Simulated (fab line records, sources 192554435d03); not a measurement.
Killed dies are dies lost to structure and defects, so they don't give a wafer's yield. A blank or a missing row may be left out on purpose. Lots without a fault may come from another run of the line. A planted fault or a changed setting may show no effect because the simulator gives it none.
Which tool did it? | flow n5_finfet | 24 lots, 72 wafers sampled, at 5 steps of a route of 1938

WHAT THE GAUGES READ, wafer by wafer
N5_BEOL_M7_THK_MEAS_53: measures by xrf.
lot  | measured     | on            | M7_THK (nm)
L074 | day 10 23:08 | film_metro-02 | 81.4 79.6 81.9
L076 | day 11 13:08 | film_metro-01 | 81.2 78.3 81.9
L077 | day 12 02:45 | film_metro-02 | 77.5 80.2 81.4
L075 | day 12 06:30 | film_metro-02 | 81.5 79.7 80.0
L078 | day 12 10:35 | film_metro-01 | 79.8 80.6 82.4
L079 | day 12 14:20 | film_metro-02 | 78.2 80.3 78.3
L080 | day 13 05:42 | film_metro-01 | 80.1 79.6 78.2
L081 | day 13 13:31 | film_metro-01 | 81.3 80.8 79.2
L082 | day 13 17:26 | film_metro-01 | 80.5 82.9 81.8
L084 | day 13 18:10 | film_metro-02 | 78.7 75.2 76.0
L083 | day 13 21:59 | film_metro-02 | 79.3 81.3 82.6
L085 | day 14 05:27 | film_metro-01 | 80.3 77.6 79.4
L087 | day 14 06:00 | film_metro-01 | 80.1 79.2 79.3
L086 | day 15 00:44 | film_metro-01 | 81.5 80.4 79.9
L090 | day 15 04:17 | film_metro-01 | 78.5 78.0 79.7
L089 | day 15 04:46 | film_metro-02 | 80.1 81.5 78.5
L088 | day 15 14:44 | film_metro-01 | 81.6 80.1 79.3
L092 | day 16 04:08 | film_metro-02 | 79.0 83.4 81.1
L091 | day 16 04:34 | film_metro-01 | 81.4 82.7 82.1
L093 | day 16 11:38 | film_metro-01 | 83.3 79.2 83.4
L095 | day 16 16:01 | film_metro-01 | 80.2 78.0 81.0
L094 | day 16 15:50 | film_metro-01 | 82.2 82.0 82.2
L096 | day 16 17:04 | film_metro-01 | 79.2 77.2 80.4
L097 | day 17 02:21 | film_metro-01 | 80.3 81.3 80.7

WHICH TOOL RAN EACH LOT (tool, then ch and the chambers of the sampled wafers, then the start)
lot  | N5_BEOL_M7_STRIP_19                | N5_BEOL_M7_ETCH_41                            | N5_BEOL_M7_CURE_75            | N5_BEOL_M7_ALD_77
L074 | rie_diel-06 ch 0,2,3, day 10 18:28 | rie_diel-06 ch 1,2,3, day 10 19:37 or earlier | uv_cure-03 ch 0, day 10 19:37 | ald_metal-04 ch 0,1, day 10 20:14
L076 | rie_diel-02 ch 0,2, day 11 09:02   | rie_diel-05 ch 2,3, day 11 10:23 or earlier   | uv_cure-01 ch 2, day 11 10:23 | ald_metal-02 ch 1,2,3, day 11 10:53
L077 | rie_diel-02 ch 0,3, day 11 22:29   | rie_diel-06 ch 0,2,3, day 12 00:07 or earlier | uv_cure-02 ch 2, day 12 00:07 | ald_metal-04 ch 0,1,2, day 12 01:12
L075 | rie_diel-06 ch 0,3, day 12 01:58   | rie_diel-05 ch 0,2, day 12 04:34 or earlier   | uv_cure-02 ch 0, day 12 04:34 | ald_metal-01 ch 1,3, day 12 05:04
L078 | rie_diel-06 ch 0,2,3, day 12 05:46 | rie_diel-02 ch 1,2,3, day 12 07:57 or earlier | uv_cure-01 ch 2, day 12 07:57 | ald_metal-02 ch 0,2,3, day 12 08:35
L079 | rie_diel-02 ch 1,2, day 12 09:05   | rie_diel-06 ch 0,1,2, day 12 12:19 or earlier | uv_cure-03 ch 2, day 12 12:19 | ald_metal-04 ch 0,3, day 12 12:58
L080 | rie_diel-05 ch 1,2, day 13 00:08   | rie_diel-02 ch 0,1,2, day 13 02:50 or earlier | uv_cure-02 ch 2, day 13 02:50 | ald_metal-02 ch 1,2, day 13 03:37
L081 | rie_diel-06 ch 0,1,3, day 13 08:35 | rie_diel-02 ch 0,1,3, day 13 10:24 or earlier | uv_cure-01 ch 1, day 13 10:24 | ald_metal-04 ch 0,1,2, day 13 12:02
L082 | rie_diel-06 ch 0,2,3, day 13 13:18 | rie_diel-02 ch 0,1,3, day 13 15:43 or earlier | uv_cure-03 ch 1, day 13 15:43 | ald_metal-01 ch 0,1,3, day 13 16:04
L084 | rie_diel-02 ch 0,1,3, day 13 13:35 | rie_diel-06 ch 0,2, day 13 15:40 or earlier   | uv_cure-02 ch 1, day 13 15:40 | ald_metal-02 ch 0,1,2, day 13 16:14
L083 | rie_diel-06 ch 0,2,3, day 13 16:35 | rie_diel-02 ch 0,1,2, day 13 19:34 or earlier | uv_cure-03 ch 0, day 13 19:34 | ald_metal-02 ch 1,2,3, day 13 20:13
L085 | rie_diel-05 ch 0,1,3, day 14 01:10 | rie_diel-06 ch 1,2,3, day 14 03:26 or earlier | uv_cure-03 ch 0, day 14 03:26 | ald_metal-04 ch 0,1,3, day 14 04:07
L087 | rie_diel-06 ch 1,2,3, day 14 01:23 | rie_diel-05 ch 0,1, day 14 03:41 or earlier   | uv_cure-03 ch 0, day 14 03:41 | ald_metal-04 ch 0,3, day 14 04:29
L086 | rie_diel-02 ch 1,2,3, day 14 19:52 | rie_diel-05 ch 0,2, day 14 22:47 or earlier   | uv_cure-02 ch 0, day 14 22:47 | ald_metal-04 ch 0,2,3, day 14 23:14
L090 | rie_diel-02 ch 1,2,3, day 15 00:01 | rie_diel-02 ch 0,1,3, day 15 01:50 or earlier | uv_cure-01 ch 0, day 15 01:50 | ald_metal-01 ch 0,2,3, day 15 02:58
L089 | rie_diel-02 ch 1,3, day 15 00:03   | rie_diel-05 ch 0,2, day 15 01:58 or earlier   | uv_cure-03 ch 2, day 15 01:58 | ald_metal-04 ch 0,2,3, day 15 03:08
L088 | rie_diel-02 ch 2,3, day 15 07:49   | rie_diel-02 ch 1,3, day 15 12:24 or earlier   | uv_cure-02 ch 1, day 15 12:24 | ald_metal-04 ch 0,1,2, day 15 12:56
L092 | rie_diel-06 ch 0,2, day 15 21:14   | rie_diel-02 ch 0,1,2, day 16 01:50 or earlier | uv_cure-03 ch 0, day 16 01:50 | ald_metal-02 ch 2,3, day 16 02:34
L091 | rie_diel-06 ch 0,2, day 15 21:49   | rie_diel-02 ch 0,3, day 16 02:05 or earlier   | uv_cure-01 ch 1, day 16 02:05 | ald_metal-02 ch 0,2,3, day 16 02:50
L093 | rie_diel-02 ch 0,2,3, day 16 06:31 | rie_diel-02 ch 0,2, day 16 09:25 or earlier   | uv_cure-01 ch 2, day 16 09:25 | ald_metal-01 ch 1,2, day 16 09:53
L095 | rie_diel-05 ch 0,1,2, day 16 10:07 | rie_diel-05 ch 1,2, day 16 11:54 or earlier   | uv_cure-01 ch 0, day 16 11:54 | ald_metal-04 ch 1,2,3, day 16 14:21
L094 | rie_diel-02 ch 0,1,2, day 16 10:10 | rie_diel-06 ch 0,1,3, day 16 11:33 or earlier | uv_cure-01 ch 0, day 16 11:33 | ald_metal-01 ch 1,2, day 16 14:16
L096 | rie_diel-06 ch 0,1,2, day 16 10:35 | rie_diel-02 ch 0,3, day 16 14:56 or earlier   | uv_cure-03 ch 1, day 16 14:56 | ald_metal-01 ch 1,2, day 16 15:19
L097 | rie_diel-06 ch 0,2,3, day 16 19:34 | rie_diel-06 ch 0,3, day 16 23:21 or earlier   | uv_cure-01 ch 2, day 16 23:21 | ald_metal-01 ch 0,2, day 17 00:29
- N5_BEOL_M7_STRIP_19: strips in O2.
- N5_BEOL_M7_ETCH_41: etches SiCN in CH3F/O2, target depth 31.9 nm, time 57.8 s.
- N5_BEOL_M7_CURE_75: cures SiCOH lowk, time 120 s.
- N5_BEOL_M7_ALD_77: deposits TaN, target thk 2 nm, pulse time 2 s, purge time 3 s.

WHAT THE TOOLS THEMSELVES READ (means of the sampled wafers that have a number; where no wafer has one, the mark that the record gives instead)
N5_BEOL_M7_STRIP_19.
lot  | tool        | drypump_motor_current_A (A) | oes_product_au (a.u.) | rf_vpp_V (V) | showerhead_plenum_p_Torr (Torr) | throttle_valve_pct (%)
L074 | rie_diel-06 | 5.8                         | 0.78                  | 3.9          | 2.02                            | 16.86
L076 | rie_diel-02 | 5.9                         | 0.89                  | 4.2          | 2.09                            | 16.22
L077 | rie_diel-02 | 5.5                         | 0.87                  | 3.5          | 2.12                            | 16.53
L075 | rie_diel-06 | 5.7                         | 0.70                  | 3.7          | 1.96                            | 16.95
L078 | rie_diel-06 | 5.8                         | 0.77                  | 3.6          | 2.01                            | 16.89
L079 | rie_diel-02 | 5.7                         | 0.79                  | 3.9          | 2.09                            | 16.70
L080 | rie_diel-05 | 5.9                         | 0.82                  | 4.2          | 2.16                            | 16.86
L081 | rie_diel-06 | 5.9                         | 0.72                  | 3.7          | 1.99                            | 17.02
L082 | rie_diel-06 | 5.8                         | 0.76                  | 3.7          | 2.01                            | 16.92
L084 | rie_diel-02 | 5.9                         | 0.86                  | 4.2          | 2.15                            | 16.48
L083 | rie_diel-06 | 5.8                         | 0.75                  | 3.3          | 2.01                            | 16.92
L085 | rie_diel-05 | 5.5                         | 0.85                  | 3.9          | 2.09                            | 16.49
L087 | rie_diel-06 | 6.2                         | 0.75                  | 3.3          | 2.06                            | 16.96
L086 | rie_diel-02 | 5.7                         | 0.80                  | 3.3          | 2.11                            | 16.75
L090 | rie_diel-02 | 5.7                         | 0.81                  | 3.4          | 2.11                            | 16.74
L089 | rie_diel-02 | 5.6                         | 0.83                  | 3.8          | 2.14                            | 16.78
L088 | rie_diel-02 | 5.3                         | 0.78                  | 4.0          | 2.04                            | 16.82
L092 | rie_diel-06 | 5.5                         | 0.76                  | 3.5          | 1.98                            | 16.96
L091 | rie_diel-06 | 5.5                         | 0.76                  | 4.2          | 1.98                            | 16.95
L093 | rie_diel-02 | 5.5                         | 0.81                  | 3.9          | 2.08                            | 16.56
L095 | rie_diel-05 | 5.8                         | 0.84                  | 3.6          | 2.11                            | 16.70
L094 | rie_diel-02 | 6.0                         | 0.80                  | 4.0          | 2.11                            | 16.47
L096 | rie_diel-06 | 5.9                         | 0.75                  | 3.2          | 2.03                            | 17.00
L097 | rie_diel-06 | 5.8                         | 0.84                  | 3.6          | 2.09                            | 16.82

N5_BEOL_M7_ETCH_41.
lot  | tool        | drypump_motor_current_A (A) | oes_product_au (a.u.) | rf_vpp_V (V) | showerhead_plenum_p_Torr (Torr) | throttle_valve_pct (%)
L074 | rie_diel-06 | 6.2                         | 0.78                  | 296.3        | 1.97                            | 16.6
L076 | rie_diel-05 | 5.7                         | 0.73                  | 298.7        | 2.04                            | 16.6
L077 | rie_diel-06 | 5.8                         | 0.77                  | 296.2        | 1.92                            | 16.6
L075 | rie_diel-05 | 5.9                         | 0.80                  | 298.8        | 2.04                            | 16.6
L078 | rie_diel-02 | 5.7                         | 0.83                  | 298.4        | 2.02                            | 16.4
L079 | rie_diel-06 | 5.9                         | 0.78                  | 296.5        | 1.95                            | 16.6
L080 | rie_diel-02 | 6.0                         | 0.84                  | 297.0        | 2.02                            | 16.1
L081 | rie_diel-02 | 6.0                         | 0.87                  | 298.9        | 2.06                            | 16.1
L082 | rie_diel-02 | 6.0                         | 0.86                  | 298.3        | 2.06                            | 16.2
L084 | rie_diel-06 | 5.8                         | 0.81                  | 297.1        | 1.96                            | 16.5
L083 | rie_diel-02 | 6.0                         | 0.83                  | 297.9        | 2.02                            | 16.1
L085 | rie_diel-06 | 6.2                         | 0.75                  | 296.9        | 1.96                            | 16.6
L087 | rie_diel-05 | 5.8                         | 0.91                  | 296.3        | 1.99                            | 16.2
L086 | rie_diel-05 | 5.9                         | 0.78                  | 297.3        | 2.03                            | 16.6
L090 | rie_diel-02 | 6.0                         | 0.84                  | 298.7        | 2.06                            | 16.2
L089 | rie_diel-05 | 5.9                         | 0.82                  | 298.4        | 2.00                            | 16.5
L088 | rie_diel-02 | 6.1                         | 0.83                  | 299.2        | 2.07                            | 16.3
L092 | rie_diel-02 | 6.0                         | 0.81                  | 297.5        | 2.02                            | 16.2
L091 | rie_diel-02 | 5.5                         | 0.85                  | 297.7        | 2.03                            | 16.3
L093 | rie_diel-02 | 5.6                         | 0.79                  | 296.4        | 1.96                            | 16.3
L095 | rie_diel-05 | 5.9                         | 0.78                  | 298.2        | 2.06                            | 16.6
L094 | rie_diel-06 | 5.9                         | 0.80                  | 297.2        | 1.98                            | 16.6
L096 | rie_diel-02 | 5.9                         | 0.87                  | 297.3        | 2.03                            | 16.1
L097 | rie_diel-06 | 5.8                         | 0.89                  | 298.8        | 2.03                            | 16.4

N5_BEOL_M7_CURE_75.
lot  | tool       | lamp_power_pct (%) | wafer_temp_C_max
L074 | uv_cure-03 | 52.30              | 372.2
L076 | uv_cure-01 | 52.29              | 371.8
L077 | uv_cure-02 | 52.35              | 371.8
L075 | uv_cure-02 | 52.28              | 371.7
L078 | uv_cure-01 | 52.36              | 371.9
L079 | uv_cure-03 | 52.30              | 371.7
L080 | uv_cure-02 | 52.30              | 371.4
L081 | uv_cure-01 | 52.34              | 371.6
L082 | uv_cure-03 | 52.28              | 373.5
L084 | uv_cure-02 | 52.30              | 372.6
L083 | uv_cure-03 | 52.26              | 373.3
L085 | uv_cure-03 | 52.29              | 373.0
L087 | uv_cure-03 | 52.26              | 372.3
L086 | uv_cure-02 | 52.29              | 371.4
L090 | uv_cure-01 | 52.28              | 371.7
L089 | uv_cure-03 | 52.30              | 371.2
L088 | uv_cure-02 | 52.32              | 372.5
L092 | uv_cure-03 | 52.27              | 372.4
L091 | uv_cure-01 | 52.30              | 371.6
L093 | uv_cure-01 | 52.30              | 371.7
L095 | uv_cure-01 | 52.30              | 371.7
L094 | uv_cure-01 | 52.31              | 371.3
L096 | uv_cure-03 | 52.33              | 373.7
L097 | uv_cure-01 | 52.28              | 372.0

N5_BEOL_M7_ALD_77.
lot  | tool         | heater_power_w (W)
L074 | ald_metal-04 | 450
L076 | ald_metal-02 | 354
L077 | ald_metal-04 | 445
L075 | ald_metal-01 | 390
L078 | ald_metal-02 | 392
L079 | ald_metal-04 | 500
L080 | ald_metal-02 | 346
L081 | ald_metal-04 | 446
L082 | ald_metal-01 | 403
L084 | ald_metal-02 | 392
L083 | ald_metal-02 | 356
L085 | ald_metal-04 | 475
L087 | ald_metal-04 | 490
L086 | ald_metal-04 | 469
L090 | ald_metal-01 | 390
L089 | ald_metal-04 | 476
L088 | ald_metal-04 | 451
L092 | ald_metal-02 | 346
L091 | ald_metal-02 | 367
L093 | ald_metal-01 | 354
L095 | ald_metal-04 | 434
L094 | ald_metal-01 | 372
L096 | ald_metal-01 | 356
L097 | ald_metal-01 | 395

THE ANSWER, worked out from the rows above alone
Rule: what is usual is taken from the lots themselves. Put in order of their means at a reading, lots are off if they are a third of the lots or fewer, leave a main group of 4 or more, and stand apart from it by a gap of 3 or more times the standard deviation of the main group's means; of several such gaps the widest counts. A main group whose means are all the same, to the digits that the tables above print for the reading, isn't used. A lot without any number at a reading at which 4 lots or more have one is off too. The other lots that the step has rows for count as sound. The gauges are gone through in route order, then the tools' own readings, and for those a lot's mean is taken as printed above. The first step at which some lot is off is used, and at that step the reading that is off furthest; a lot without a number counts as furthest.
No lot is off at any reading shown: from this, nothing can be told.

WHAT THE SIMULATOR HAD PUT IN
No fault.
